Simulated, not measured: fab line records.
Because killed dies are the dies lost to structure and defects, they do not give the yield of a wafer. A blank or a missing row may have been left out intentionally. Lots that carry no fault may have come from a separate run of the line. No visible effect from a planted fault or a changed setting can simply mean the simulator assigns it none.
fab line records | flow n5Finfet
[record] lots = 9 wafers = 25 lastDay = 19
route steps=1938 shown HKMG_FIN@432 BEOL_M4@1111 PASSIVATION@1936
lots with no fault: from the same line, run without faults
startH: start of the lot's first displayed wafer, in hours after the record's first day | waitH: how many hours have passed since the lot's step before this one | " repeats the value in the row above | L1.1+2: one row covering several wafers at once | - value missing, or start not given | * or withheld: withheld | < > ~ a bound
route shown NAME@n: NAME is a module with steps in the file, n the number in the route of the first one | usual: mean and standard deviation over wafers with no fault | same: alike in all rows | chamber/n: place in a boat | sites: readings site by site | _std_site: standard deviation across them | _edge_site: outer sites' mean less inner sites' | radiusMm: for every site, how far away it sits from the centre of the wafer | mask NAME#n: copy n | behind: the last tool/chamber to shape the wafer | hold: the reason the lot was held/the length of the hold in hours/how it ended | device: which transistor (n, p or np) failed to switch | end of line: the tests these same wafers got at the end of their route | for a step that has no rows: nothing shown but its recipe | killed: at the first sort, the dies lost to defects and structure; wafer yield is something else | map: a wafer's dies, marking killed ones x, the rest . and places with no die _
set.NAME: the run value of the setting; set.NAME@STEP: its run value at that earlier step | model.NAME: the simulator's own value behind a step, which no gauge read
a sample of lots followed through the steps of the route, with each step as a table and each wafer as a row
services: a tool's chamber out of use, with start hour (startH, from the record's first day; less than 0 if before it), hours out, and reason
[[steps]]
[step N5_HKMG_FIN_INSPECT_14]
[recipe] mode = adi inspectInstrument = macro
[usual] rawDefectCount = 1.9/1.3
// columns lot.wafer tool chamber startH waitH rawDefectCount
L436.1 defectInspect-01 - 94.41 0.0 2
L436.5 " - " " 1
L436.6 " - " " 2
L437.1 defectInspect-02 - 97.79 0.0 0
L437.3 " - " " 2
L437.6 " - " " 0
L438.3 defectInspect-02 - 106.86 0.0 2
L438.4 " - " " 0
L438.6 " - " " 0
L443.2 defectInspect-01 - 138.59 0.0 1
L443.4 " - " " 1
L443.6 " - " " 1
L444.3 defectInspect-02 - 142.55 0.0 5
L444.4 " - " " 1
L444.5 " - " " 2
L453.2 defectInspect-01 - 214.45 0.0 1
L453.3 " - " " 2
L453.6 " - " " 5
L454.2 defectInspect-02 - 216.49 0.0 1
L454.3 " - " " 1
L454.4 " - " " 2
L455.1 defectInspect-01 - 219.28 0.0 4
L455.3 " - " " 0
L456.2 defectInspect-02 - 225.54 0.0 2
L456.3 " - " " 2
[step N5_HKMG_FIN_ETCH_86]
[recipe] chemistry = N2/H2 target = SOC targetDepthA = 3932 stopOn = TiN ionEnergyEv = 100 biasW = 61 pressureMtorr = 30 sourceW = 850 n2FlowSccm = 200 h2FlowSccm = 200
[usual] drypumpMotorCurrentA = 5.6/0.49 oesProductAu = 0.78/0.084 rfVppV = 241.0/1.5 showerheadPlenumPTorr = 2.57/0.097 throttleValvePct = 17.78/0.22
// columns lot.wafer tool chamber startH waitH drypumpMotorCurrentA oesProductAu rfHoursCounterH rfVppV showerheadPlenumPTorr throttleValvePct
L436.1 rieDiel-05 1 95.76 - 5.2 0.70 216 242.6 2.61 18.00
L436.5 " 1 " " 5.2 0.71 - 241.1 2.61 17.99
L436.6 " 3 " " 5.6 0.71 - 241.8 2.61 17.95
L437.1 rieDiel-05 3 99.14 - 5.6 0.71 192 239.1 2.61 17.93
L437.3 " 0 " " 6.5 0.76 136 239.8 2.45 17.69
L437.6 " 1 " " 5.2 0.70 - 241.5 2.61 18.00
L438.3 rieDiel-06 2 108.21 - 4.9 0.70 214 239.2 2.51 17.53
L438.4 " 3 " " 6.0 0.80 97 241.6 2.68 17.82
L438.6 " 2 " " 4.9 0.70 - 239.8 2.51 17.52
L443.2 rieDiel-05 0 140.21 - 6.5 0.75 155 240.4 2.44 17.72
L443.4 " 1 " " 5.2 0.70 237 240.1 2.60 18.03
L443.6 " 3 " " 5.6 0.70 - 240.9 2.60 17.98
L444.3 rieDiel-06 3 144.06 - 6.1 0.79 109 240.5 2.68 17.87
L444.4 " 1 " " 5.8 0.78 131 239.2 2.45 17.83
L444.5 " 0 " " 5.8 0.93 - 243.2 2.72 17.88
L453.2 rieDiel-04 2 215.80 - 5.8 0.78 100 241.0 2.58 18.06
L453.3 " 1 " " 5.9 0.72 187 243.0 2.63 17.63
L453.6 " 0 " " 4.8 0.81 - 240.2 2.55 17.62
L454.2 rieDiel-04 1 218.34 - 5.9 0.72 189 242.1 2.62 17.63
L454.3 " 2 " " 5.8 0.79 101 241.3 2.58 18.06
L454.4 " 3 " " 5.8 0.75 167 239.5 2.42 17.85
L455.1 rieDiel-06 0 220.94 - 5.8 0.88 43 242.4 2.71 17.94
L455.3 " 3 " " 6.0 0.76 137 241.2 2.67 17.90
L456.2 rieDiel-05 0 226.90 - 6.4 0.72 183 239.8 2.43 17.80
L456.3 " 3 " " 5.6 0.68 243 241.8 2.59 18.03
[step N5_HKMG_FIN_NWFM_ALD_20]
[recipe] material = TiAlC targetThkA = 20 tempC = 300 aldPrecursorFamily = TiCl4 aldCoReactant = TEA pulseTimeS = 3 purgeTimeS = 2 coReactantPurgeTimeS = 2 coReactantPulseTimeS = 10 aldCycles = 7 pressureTorr = 3
[usual] aldCycles = 7/0 heaterPowerOuterW = 276/25 heaterPowerW = 489/34 precursorPulseHeightRel = 0.998/0.018
[same] pulseTimeS = 3
// columns lot.wafer tool chamber startH waitH aldCycles heaterPowerOuterW heaterPowerW precursorPulseHeightRel
L436.1 aldMetal-03 3 96.40 0.3 7 279 477 1.008
L436.5 " 0 " " 7 241 455 0.995
L436.6 " 3 " " 7 272 483 0.989
L437.1 aldMetal-04 1 99.77 0.3 7 304 540 1.013
L437.3 " 2 " " 7 270 498 1.027
L437.6 " 0 " " 7 299 492 1.025
L438.3 aldMetal-03 2 108.85 0.1 7 287 505 1.000
L438.4 " 3 " " 7 274 484 1.021
L438.6 " 1 " " 7 289 496 1.012
L443.2 aldMetal-04 2 140.85 0.3 6 286 501 1.034
L443.4 " 0 " " 6 292 489 0.983
L443.6 " 2 " " 6 271 503 0.981
L444.3 aldMetal-04 0 144.70 0.1 6 291 494 1.013
L444.4 " 3 " " 6 242 460 1.021
L444.5 " 3 " " 6 245 454 0.999
L453.2 aldMetal-04 2 216.44 0.3 7 284 488 1.002
L453.3 " 3 " " 7 247 439 0.988
L453.6 " 2 " " 7 274 514 0.984
L454.2 aldMetal-03 3 218.97 0.3 7 266 489 1.022
L454.3 " 2 " " 7 286 512 1.031
L454.4 " 0 " " 7 243 450 0.999
L455.1 aldMetal-03 3 221.57 0.3 7 277 491 0.977
L455.3 " 1 " " 7 292 512 0.961
L456.2 aldMetal-04 1 227.53 0.3 7 303 529 1.021
L456.3 " 0 " " 7 293 500 1.011
[step N5_HKMG_FIN_ETCHBACK_68]
[recipe] chemistry = Cl2/Ar stopOn = HfO2 targetDepthA = 5 pressureMtorr = 10 icpW = 600 biasW = 60 Cl2_flow_sccm = 40 Ar_flow_sccm = 60
[usual] drypumpMotorCurrentA = 5.4/0.32 heBacksideLeakSccm = 3.36/0.23 mfcCl2Sccm = 40.00/0.11 oesProductAu = 0.77/0.11 throttleValvePct = 20.97/0.26
// columns lot.wafer tool chamber startH waitH drypumpMotorCurrentA heBacksideLeakSccm mfcCl2Sccm oesProductAu rfHoursCounterH throttleValvePct
L436.1 rieMetal-02 1 97.05 0.0 5.1 3.66 40.12 0.64 109 21.11
L436.5 " 0 " " 5.2 3.50 39.95 0.97 - 20.58
L436.6 " 1 " " 5.2 3.46 39.98 0.64 - 21.11
L437.1 rieMetal-02 0 100.43 0.0 5.2 3.32 40.00 0.96 1 20.59
L437.3 " 0 " " 5.2 3.40 39.96 0.96 - 20.57
L437.6 " 0 " " 5.2 3.40 40.18 0.97 - 20.60
L438.3 rieMetal-02 1 109.55 0.1 5.2 3.75 40.10 0.63 - 21.12
L438.4 " 0 " " 5.2 3.50 39.89 0.95 - 20.59
L438.6 " 1 " " 5.1 3.54 39.86 0.64 - 21.10
L443.2 rieMetal-03 0 141.50 0.0 5.1 3.34 39.95 0.70 74 20.95
L443.4 " 0 " " 5.1 3.42 40.01 0.70 - 20.95
L443.6 " 0 " " 5.1 3.31 39.99 0.70 - 20.94
L444.3 rieMetal-03 0 145.40 0.1 5.1 3.47 39.87 0.70 - 20.96
L444.4 " 1 " " 5.7 3.33 40.14 0.84 - 21.01
L444.5 " 1 " " 5.7 3.31 40.15 0.84 - 21.02
L453.2 rieMetal-01 1 217.14 0.0 6.0 3.18 40.05 0.67 89 21.42
L453.3 " 1 " " 6.0 3.21 39.90 0.68 - 21.44
L453.6 " 1 " " 6.0 3.24 40.14 0.68 - 21.44
L454.2 rieMetal-02 1 219.72 0.0 5.2 3.51 40.05 0.59 119 21.19
L454.3 " 0 " " 5.2 3.48 39.94 0.89 - 20.59
L454.4 " 1 " " 5.1 3.62 39.85 0.62 - 21.13
L455.1 rieMetal-02 0 222.23 0.0 5.2 3.42 39.77 0.89 11 20.61
L455.3 " 1 " " 5.2 3.33 39.86 0.62 - 21.15
L456.2 rieMetal-02 0 228.35 0.1 5.2 3.24 39.90 0.89 - 20.60
L456.3 " 0 " " 5.2 3.40 40.07 0.88 - 20.61
[step N5_BEOL_M4_RC_MEAS_101]
[usual] DIBL_N = 37.2/2.1 DIBL_P = 37.3/2.3 IOFF_N = 0.18/0.041 IOFF_N_LIN = 0.080/0.014 IOFF_N_LONG = 5.5e-05/1.9e-06 IOFF_P = 0.24/0.042 IOFF_P_LONG = 0.000108/8e-06 ION_N = 680/13 ION_P = 466/7.7 SS_N = 71.8/0.68 SS_P = 73.5/0.66 VT_N = 249/3.6 VT_N_LONG = 275.2/1.7 VT_N_LVT = 97/3.7 VT_P = -248/3.4 VT_P_LONG = -275.0/2.9
// columns lot.wafer tool chamber startH waitH DIBL_N[mV/V] DIBL_P[mV/V] IOFF_N[nA/um] IOFF_N_LIN[nA/um] IOFF_N_LONG[nA/um] IOFF_P[nA/um] IOFF_P_LONG[nA/um] ION_N[uA/um] ION_P[uA/um] SS_N[mV/dec] SS_P[mV/dec] VT_N[mV] VT_N_LONG[mV] VT_N_LVT[mV] VT_P[mV] VT_P_LONG[mV]
L436.1 prober-01 0 193.23 0.0 39.2 39.5 0.23 0.098 5.45e-05 0.27 9.9e-05 705 473 71.8 74.0 243 273.3 93 -247 -272.5
L436.5 " 0 " " 38.1 37.7 0.19 0.083 5.36e-05 0.23 0.000104 689 468 72.9 73.8 248 276.3 97 -252 -275.1
L436.6 " 0 " " 39.9 41.7 0.27 0.115 5.42e-05 0.32 0.000102 712 482 72.1 74.1 242 271.3 90 -243 -273.1
L437.1 prober-02 0 202.25 0.0 37.4 34.9 0.14 0.069 5.49e-05 0.19 0.000102 667 458 71.9 73.1 251 275.8 99 -251 -278.4
L437.3 " 0 " " 38.0 36.7 0.16 0.078 5.53e-05 0.21 0.000104 666 458 71.9 73.1 249 274.9 97 -251 -277.8
L437.6 " 0 " " 35.2 31.8 0.11 0.056 5.51e-05 0.15 0.000102 652 450 70.9 71.9 257 275.2 101 -256 -279.7
L438.3 prober-02 0 205.13 0.3 39.4 39.2 0.25 0.100 5.77e-05 0.30 0.00012 694 472 72.9 73.9 243 275.0 93 -246 -272.6
L438.4 " 0 " " 35.0 33.6 0.14 0.062 5.69e-05 0.21 0.000117 656 460 71.2 72.8 252 272.9 104 -249 -275.1
L438.6 " 0 " " 35.1 34.5 0.15 0.070 5.64e-05 0.23 0.000122 679 471 70.9 73.0 248 272.4 100 -248 -272.5
L444.3 prober-01 0 229.52 0.5 42.0 39.8 0.12 0.047 3.56e-05 0.34 0.000126 637 471 72.7 74.2 264 296.6 113 -241 -269.4
L444.4 " 0 " " 39.3 37.0 0.09 0.037 3.55e-05 0.28 0.000122 626 466 72.1 74.4 271 297.3 119 -242 -270.7
L444.5 " 0 " " 40.1 38.6 0.10 0.045 3.66e-05 0.32 0.000129 658 489 72.5 74.3 265 296.4 112 -238 -268.5
L443.2 prober-02 0 232.49 0.2 34.7 33.7 0.06 0.030 3.47e-05 0.24 0.000134 614 467 70.9 71.9 273 296.0 124 -243 -265.1
L443.4 " 0 " " 39.6 40.1 0.11 0.047 3.4e-05 0.40 0.000134 635 481 72.3 74.6 265 295.8 118 -237 -265.0
L443.6 " 0 " " 35.5 35.8 0.07 0.033 3.38e-05 0.30 0.000133 622 475 71.3 73.0 274 297.7 124 -239 -266.6
L453.2 prober-02 0 313.11 0.2 38.3 36.8 0.17 0.075 5.81e-05 0.22 0.000115 676 462 71.4 73.8 248 272.1 98 -248 -272.9
L453.3 " 0 " " 37.0 34.8 0.15 0.070 5.84e-05 0.20 0.000115 687 465 71.8 72.7 250 273.1 98 -249 -271.2
L453.6 " 0 " " 36.4 35.6 0.15 0.071 5.84e-05 0.21 0.000114 677 474 71.5 73.0 250 270.9 98 -249 -273.7
L455.1 prober-01 0 332.36 0.0 33.0 34.6 0.12 0.064 5.47e-05 0.19 0.000118 675 472 70.5 72.3 250 276.2 101 -252 -273.6
L455.3 " 0 " " 34.9 36.7 0.14 0.068 5.38e-05 0.23 0.000111 666 466 71.6 72.7 252 276.7 102 -248 -276.6
L454.2 prober-02 0 333.30 0.2 35.5 36.1 0.15 0.071 5.66e-05 0.19 0.000102 678 459 71.7 73.9 251 272.6 98 -252 -276.0
L454.3 " 0 " " 36.6 37.3 0.17 0.076 5.59e-05 0.22 0.000106 667 457 71.9 74.1 248 274.2 96 -249 -275.9
L454.4 " 0 " " 38.1 39.4 0.23 0.099 5.71e-05 0.26 0.00011 704 473 72.0 74.4 242 272.5 91 -248 -274.6
L456.2 prober-02 0 336.04 0.2 37.5 36.9 0.18 0.081 5.54e-05 0.25 0.000114 675 466 72.0 73.6 251 277.2 98 -249 -272.9
L456.3 " 0 " " 38.1 37.8 0.20 0.089 5.54e-05 0.27 0.000109 677 463 72.2 74.2 248 274.8 93 -245 -272.4
[step N5_PASSIVATION_PROBE_49]
[usual] defectLimitedYield = 91.0/1.6 killed_at_M0_to_M3 = 35/11 killed_at_M4_up = 14/5.3 killedAtContacts = 13/6.7 killedAtFrontEnd = 41/12 killedAtOther = 3.9/2.7 killedDies = 106/19 killedOpen = 70/14 killedShort = 35/8.8 sort_bin_4_leakage = 0.01/0.058 sort_bin_5_function = 5.3/1 sort_bin_6_memory = 3.3/0.81 sort_bin_8_speed = 0.00/0.0072 sortNPass = 1073/19 sortYieldPct = 91.0/1.6
[same] grossDies = 1180 killedAtBackSide = 0
// columns lot.wafer tool chamber startH waitH defectLimitedYield[%] killed_at_M0_to_M3 killed_at_M4_up killedAtContacts killedAtFrontEnd killedAtOther killedDies killedOpen killedShort sort_bin_4_leakage[%] sort_bin_5_function[%] sort_bin_6_memory[%] sort_bin_8_speed[%] sortNPass sortYieldPct[%]
L436.1 prober-01 - 308.06 1.0 89.9 46 13 11 44 5 119 88 30 0 6.0 3.9 0 1061 89.9
L436.5 prober-01 - 308.26 1.2 90.1 33 13 25 37 9 117 75 39 0 6.7 3.0 0 1063 90.1
L436.6 prober-01 - 308.31 1.2 87.1 57 16 27 48 4 152 109 42 0.08 7.8 4.7 0 1027 87.0
L437.1 prober-01 - 319.03 0.0 93.7 23 16 8 20 7 74 47 24 0 3.5 2.7 0 1106 93.7
L437.3 prober-01 - 319.13 0.1 91.4 38 13 10 37 3 101 60 40 0 5.6 2.8 0 1079 91.4
L437.6 prober-01 - 319.28 0.3 92.5 35 13 10 30 1 89 55 32 0 4.9 2.4 0 1091 92.5
L438.3 prober-02 - 319.75 0.1 92.1 47 9 14 22 1 93 65 28 0 5.3 2.5 0 1087 92.1
L438.4 prober-02 - 319.80 0.2 90.4 53 6 23 26 5 113 87 22 0 4.8 4.3 0 1067 90.4
L438.6 prober-02 - 319.90 0.3 92.1 44 11 5 33 0 93 51 42 0 4.2 3.3 0 1087 92.1
L443.2 prober-01 - 340.01 0.1 92.5 26 12 8 38 4 88 56 30 0 5.0 2.4 71.69 246 20.8
L443.4 prober-01 - 340.11 0.2 93.8 23 7 6 33 4 73 50 23 0.08 4.3 1.9 1.44 1089 92.3
L443.6 prober-01 - 340.21 0.3 92.1 42 6 13 29 3 93 60 33 0 4.0 3.4 42.88 581 49.2
L444.3 prober-01 - 343.85 0.1 92.6 34 9 9 30 5 87 58 20 0 4.6 2.2 1.69 1073 90.9
L444.4 prober-01 - 343.90 0.2 91.4 41 17 8 28 8 102 68 33 0 5.5 2.9 28.05 747 63.3
L444.5 prober-01 - 343.95 0.2 90.4 37 13 15 39 9 113 72 37 0 6.4 3.0 0 1067 90.4
L453.2 prober-01 - 413.35 0.1 89.3 27 15 32 44 8 126 91 33 0 6.6 3.6 0 1054 89.3
L453.3 prober-01 - 413.40 0.1 93.1 18 13 12 36 3 82 53 29 0 3.9 2.9 0 1098 93.1
L453.6 prober-01 - 413.55 0.3 91.5 42 19 5 33 1 100 75 23 0 5.6 2.5 0 1080 91.5
L454.2 prober-01 - 442.37 0.1 91.8 33 18 8 34 4 97 63 33 0 4.8 3.3 0 1083 91.8
L454.3 prober-01 - 442.42 0.1 91.8 37 23 8 23 6 97 71 25 0 5.0 3.1 0 1083 91.8
L454.4 prober-01 - 442.47 0.2 88.8 42 18 19 48 5 132 89 40 0 6.5 4.1 0 1048 88.8
L455.1 prober-01 - 450.01 0.0 89.0 30 14 28 51 7 130 88 42 0 7.3 3.3 0 1050 89.0
L455.3 prober-01 - 450.11 0.1 90.6 40 6 15 46 4 111 67 36 0 5.2 3.4 0 1069 90.6
L456.2 prober-01 - 450.36 0.4 90.5 36 13 13 44 6 112 72 39 0 5.4 3.9 0 1068 90.5
L456.3 prober-01 - 450.41 0.4 91.9 25 7 18 43 2 95 68 27 0 4.5 3.3 0 1085 91.9
// killed by level:class
L436.1 BEOL_M0_SAQP:geometricParticle:open=17 FIN_SAQP:geometricParticle:short=11 MOL_CONTACT_COAG:geometricParticle:open=11 FIN_SAQP:geometricParticle:open=10 BEOL_M1:geometricParticle:open=8 BEOL_M3:geometricParticle:open=8 BEOL_M0_SAQP:geometricParticle:short=7 BEOL_M4:geometricParticle:open=5
L436.5 MOL_CONTACT_COAG:geometricParticle:open=20 BEOL_M0_SAQP:geometricParticle:short=10 FIN_SAQP:geometricParticle:short=9 BEOL_M1:geometricParticle:open=8 DUMMY_GATE:geometricParticle:open=7 BEOL_M0_SAQP:geometricParticle:open=6 FIN_SAQP:geometricParticle:open=5 BEOL_M3:geometricParticle:open=5
L436.6 MOL_CONTACT_COAG:geometricParticle:open=24 BEOL_M0_SAQP:geometricParticle:short=17 BEOL_M0_SAQP:geometricParticle:open=14 FIN_SAQP:geometricParticle:open=13 BEOL_M3:geometricParticle:open=13 FIN_SAQP:geometricParticle:short=10 BEOL_M5:geometricParticle:open=9 DUMMY_GATE:geometricParticle:open=6
L437.1 BEOL_M4:geometricParticle:open=9 MOL_CONTACT_COAG:geometricParticle:open=8 BEOL_M0_SAQP:geometricParticle:open=8 BEOL_M0_SAQP:geometricParticle:short=7 FIN_SAQP:geometricParticle:short=5 FIN_SAQP:geometricParticle:open=4 STI_FIN_REVEAL:geometricParticle:open=3 BEOL_M6:geometricParticle:short=3
L437.3 BEOL_M0_SAQP:geometricParticle:open=11 FIN_SAQP:geometricParticle:open=9 BEOL_M0_SAQP:geometricParticle:short=9 MOL_CONTACT_COAG:geometricParticle:open=7 FIN_SAQP:geometricParticle:short=6 BEOL_M3:geometricParticle:open=6 STI_FIN_REVEAL:geometricParticle:open=5 BEOL_M4:geometricParticle:open=5
L437.6 BEOL_M0_SAQP:geometricParticle:short=10 BEOL_M3:geometricParticle:open=8 FIN_SAQP:geometricParticle:open=7 MOL_CONTACT_COAG:geometricParticle:open=7 BEOL_M0_SAQP:geometricParticle:open=7 BEOL_M4:geometricParticle:open=7 FIN_SAQP:geometricParticle:short=6 STI_FIN_REVEAL:geometricParticle:open=5
L438.3 MOL_CONTACT_COAG:geometricParticle:open=12 BEOL_M0_SAQP:geometricParticle:open=9 BEOL_M1:geometricParticle:short=9 BEOL_M1:geometricParticle:open=7 BEOL_M3:geometricParticle:open=7 BEOL_M0_SAQP:geometricParticle:short=6 SDB:geometricParticle:open=4 BEOL_M0:geometricParticle:open=4
L438.4 MOL_CONTACT_COAG:geometricParticle:open=23 BEOL_M3:geometricParticle:open=16 BEOL_M0_SAQP:geometricParticle:open=10 BEOL_M0_SAQP:geometricParticle:short=8 BEOL_M1:geometricParticle:open=7 FIN_SAQP:geometricParticle:open=6 BEOL_M3:geometricParticle:short=6 BEOL_M0:geometricParticle:open=4
L438.6 BEOL_M0_SAQP:geometricParticle:short=10 FIN_SAQP:geometricParticle:open=8 BEOL_M0_SAQP:geometricParticle:open=7 FIN_SAQP:geometricParticle:short=6 BEOL_M3:geometricParticle:open=6 DUMMY_GATE:geometricParticle:open=5 BEOL_M1:geometricParticle:open=5 BEOL_M3:geometricParticle:short=4
L443.2 BEOL_M0_SAQP:geometricParticle:open=14 FIN_SAQP:geometricParticle:open=10 BEOL_M0_SAQP:geometricParticle:short=9 FIN_SAQP:geometricParticle:short=7 STI_FIN_REVEAL:geometricParticle:open=5 MOL_CONTACT_COAG:geometricParticle:open=4 BEOL_M6:geometricParticle:open=4 STARTING-WAFER:geometricParticle:open=4
L443.4 FIN_SAQP:geometricParticle:open=11 BEOL_M2:geometricParticle:open=7 GATE_CUT:geometricParticle:short=6 MOL_CONTACT_COAG:geometricParticle:open=5 BEOL_M0_SAQP:geometricParticle:short=5 BEOL_M0_SAQP:geometricParticle:open=5 BEOL_M1:geometricParticle:open=5 FIN_SAQP:geometricParticle:short=4
L443.6 BEOL_M3:geometricParticle:open=10 MOL_CONTACT_COAG:geometricParticle:open=10 BEOL_M0_SAQP:geometricParticle:open=8 BEOL_M0_SAQP:geometricParticle:short=8 FIN_SAQP:geometricParticle:short=6 BEOL_M1:geometricParticle:open=6 DUMMY_GATE:geometricParticle:open=4 BEOL_M2:geometricParticle:open=4
L444.3 STI_FIN_REVEAL:geometricParticle:open=9 BEOL_M0_SAQP:geometricParticle:open=9 MOL_CONTACT_COAG:geometricParticle:open=7 BEOL_M1:geometricParticle:open=7 BEOL_M2:geometricParticle:open=5 BEOL_M3:geometricParticle:open=5 HKMG_FIN:areaEtch=5 BEOL_M0_SAQP:geometricParticle:short=4
L444.4 BEOL_M3:geometricParticle:open=13 BEOL_M4:geometricParticle:open=10 BEOL_M1:geometricParticle:open=8 DUMMY_GATE:geometricParticle:open=6 MOL_CONTACT_COAG:geometricParticle:open=6 BEOL_M2:geometricParticle:open=6 BEOL_M2:geometricParticle:short=5 BEOL_M3:geometricParticle:short=4
L444.5 MOL_CONTACT_COAG:geometricParticle:open=14 FIN_SAQP:geometricParticle:short=12 BEOL_M1:geometricParticle:open=10 BEOL_M2:geometricParticle:open=10 FIN_SAQP:geometricParticle:open=9 BEOL_M4:geometricParticle:open=6 BEOL_M3:geometricParticle:open=5 STARTING-WAFER:geometricParticle:short=5
L453.2 MOL_CONTACT_COAG:geometricParticle:open=25 BEOL_M1:geometricParticle:open=13 STI_FIN_REVEAL:geometricParticle:open=8 DUMMY_GATE:geometricParticle:open=7 MOL_CONTACT_COAG:geometricParticle:short=7 FIN_SAQP:geometricParticle:open=6 BEOL_M2:geometricParticle:open=5 BEOL_M4:geometricParticle:open=5
L453.3 FIN_SAQP:geometricParticle:open=10 MOL_CONTACT_COAG:geometricParticle:open=9 BEOL_M1:geometricParticle:open=8 FIN_SAQP:geometricParticle:short=6 BEOL_M4:geometricParticle:open=5 BEOL_M3:geometricParticle:open=5 GATE_CUT:geometricParticle:short=4 MOL_CONTACT_COAG:geometricParticle:short=3
L453.6 BEOL_M1:geometricParticle:open=25 FIN_SAQP:geometricParticle:open=7 BEOL_M4:geometricParticle:open=6 DUMMY_GATE:geometricParticle:open=5 MOL_CONTACT_COAG:geometricParticle:open=4 BEOL_M5:geometricParticle:open=4 BEOL_M7:geometricParticle:open=4 STI_FIN_REVEAL:geometricParticle:open=3
L454.2 BEOL_M1:geometricParticle:open=11 BEOL_M4:geometricParticle:open=11 FIN_SAQP:geometricParticle:short=7 BEOL_M3:geometricParticle:open=7 BEOL_M2:geometricParticle:open=6 DUMMY_GATE:geometricParticle:open=5 MOL_CONTACT_COAG:geometricParticle:short=5 FIN_SAQP:geometricParticle:open=4
L454.3 BEOL_M4:geometricParticle:open=18 BEOL_M3:geometricParticle:open=12 MOL_CONTACT_COAG:geometricParticle:open=8 BEOL_M0_SAQP:geometricParticle:short=7 BEOL_M1:geometricParticle:open=6 FIN_SAQP:geometricParticle:short=5 BEOL_M0_SAQP:geometricParticle:open=5 STI_FIN_REVEAL:geometricParticle:open=4
L454.4 STI_FIN_REVEAL:geometricParticle:open=13 MOL_CONTACT_COAG:geometricParticle:open=11 BEOL_M1:geometricParticle:open=10 BEOL_M3:geometricParticle:open=10 BEOL_M4:geometricParticle:open=10 FIN_SAQP:geometricParticle:open=9 MOL_CONTACT_COAG:geometricParticle:short=8 FIN_SAQP:geometricParticle:short=6
L455.1 MOL_CONTACT_COAG:geometricParticle:open=24 STI_FIN_REVEAL:geometricParticle:open=15 GATE_CUT:geometricParticle:short=8 BEOL_M3:geometricParticle:open=6 FIN_SAQP:geometricParticle:short=5 BEOL_M2:geometricParticle:open=5 BEOL_M0_SAQP:geometricParticle:open=5 BEOL_M1:geometricParticle:open=5
L455.3 BEOL_M0_SAQP:geometricParticle:short=13 STI_FIN_REVEAL:geometricParticle:open=12 MOL_CONTACT_COAG:geometricParticle:open=12 BEOL_M0_SAQP:geometricParticle:open=11 BEOL_M2:geometricParticle:open=7 HKMG_FIN:areaEtch=6 STI_FIN_REVEAL:geometricParticle:short=5 DUMMY_GATE:geometricParticle:open=5
L456.2 FIN_SAQP:geometricParticle:short=13 FIN_SAQP:geometricParticle:open=12 MOL_CONTACT_COAG:geometricParticle:open=10 BEOL_M1:geometricParticle:short=6 BEOL_M1:geometricParticle:open=6 STI_FIN_REVEAL:geometricParticle:open=5 BEOL_M3:geometricParticle:open=5 BEOL_M0_SAQP:geometricParticle:open=5
L456.3 MOL_CONTACT_COAG:geometricParticle:open=15 FIN_SAQP:geometricParticle:open=14 STI_FIN_REVEAL:geometricParticle:open=8 BEOL_M1:geometricParticle:open=7 BEOL_M1:geometricParticle:short=4 GATE_CUT:geometricParticle:short=4 BEOL_M3:geometricParticle:open=4 STI_FIN_REVEAL:geometricParticle:short=3
[[services]]
// columns tool chamber startH hours kind
rieDiel-04 1 72.66 7.5 repair
rieMetal-03 0 81.65 3.5 repair
rieDiel-05 2 89.97 4.8 repair
rieDiel-05 2 95.16 - clean
rieDiel-05 2 95.16 - consumableReplace:focusRing
rieDiel-05 2 95.16 - consumableReplace:showerhead
rieDiel-05 2 95.16 32.9 scheduledDown
rieDiel-05 2 95.16 32.9 ventCycle
rieDiel-04 1 106.99 5.1 repair
rieMetal-02 - 125.79 14.6 pm
aldMetal-03 1 133.61 13.1 repair
aldMetal-03 0 139.45 19.2 repair
rieDiel-05 0 147.50 7.9 repair
rieDiel-04 2 158.73 9.8 repair
rieDiel-05 1 182.10 - clean
rieDiel-05 1 182.10 - consumableReplace:focusRing
rieDiel-05 1 182.10 14.4 scheduledDown
rieDiel-05 1 182.10 14.4 ventCycle
rieDiel-05 2 186.93 18.4 repair
rieDiel-06 1 194.90 14.0 repair
rieDiel-06 2 211.29 - clean
rieDiel-06 2 211.29 - consumableReplace:focusRing
rieDiel-04 2 221.50 5.6 repair
rieDiel-04 2 227.60 7.5 repair
[[key]]
[firstSign] step = N5_HKMG_FIN_NWFM_ALD_20 reading = aldCycles direction = down sigmas = 99+ usual = * struck = *
[effect] step = N5_BEOL_M4_RC_MEAS_101 reading = VT_N_LONG direction = up sigmas = 13 usual = 275.2 struck = 296.6
[effect] step = N5_BEOL_M4_RC_MEAS_101 reading = IOFF_N_LONG direction = down sigmas = 11 usual = 5.5e-05 struck = 3.5e-05
[effect] step = N5_BEOL_M4_RC_MEAS_101 reading = VT_N_LVT direction = up sigmas = 5.7 usual = 97 struck = 118
[effect] step = N5_BEOL_M4_RC_MEAS_101 reading = VT_N direction = up sigmas = 5.6 usual = 249 struck = 269
[effect] step = N5_BEOL_M4_RC_MEAS_101 reading = ION_N direction = down sigmas = 3.7 usual = 680 struck = 632
[effect] step = N5_BEOL_M4_RC_MEAS_101 reading = IOFF_N_LIN direction = down sigmas = 2.8 usual = 0.080 struck = 0.040
[effect] step = N5_BEOL_M4_RC_MEAS_101 reading = IOFF_P_LONG direction = up sigmas = 2.7 usual = 0.000108 struck = 0.00013
[effect] step = N5_BEOL_M4_RC_MEAS_101 reading = VT_P_LONG direction = up sigmas = 2.6 usual = -275.0 struck = -267.5
[effect] step = N5_BEOL_M4_RC_MEAS_101 reading = VT_P direction = up sigmas = 2.5 usual = -248 struck = -240
[effect] step = N5_BEOL_M4_RC_MEAS_101 reading = IOFF_N direction = down sigmas = 2.2 usual = 0.18 struck = 0.09 wafersMoved = 5
[effect] step = N5_BEOL_M4_RC_MEAS_101 reading = IOFF_P direction = up sigmas = 1.8 usual = 0.24 struck = 0.31
[effect] step = N5_PASSIVATION_PROBE_49 reading = sort_bin_8_speed direction = up sigmas = 99+ usual = 0.00 struck = 24.29 wafersMoved = 5
metAt N5_HKMG_FIN_NWFM_ALD_20
struckLots L443,L444
notActingAt N5_HKMG_FIN_INSPECT_14,N5_HKMG_FIN_ETCH_86,N5_HKMG_FIN_ETCHBACK_68
onsetBetween 99.77 140.85
[fault] kind = processParameterDrift tool = aldMetal-04 chamber = - onsetH = 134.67 steps = N5_HKMG_FIN_NWFM_ALD_20 channel = aldCycles offset = * shape = step endH = 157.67 actsIn = * stated = *
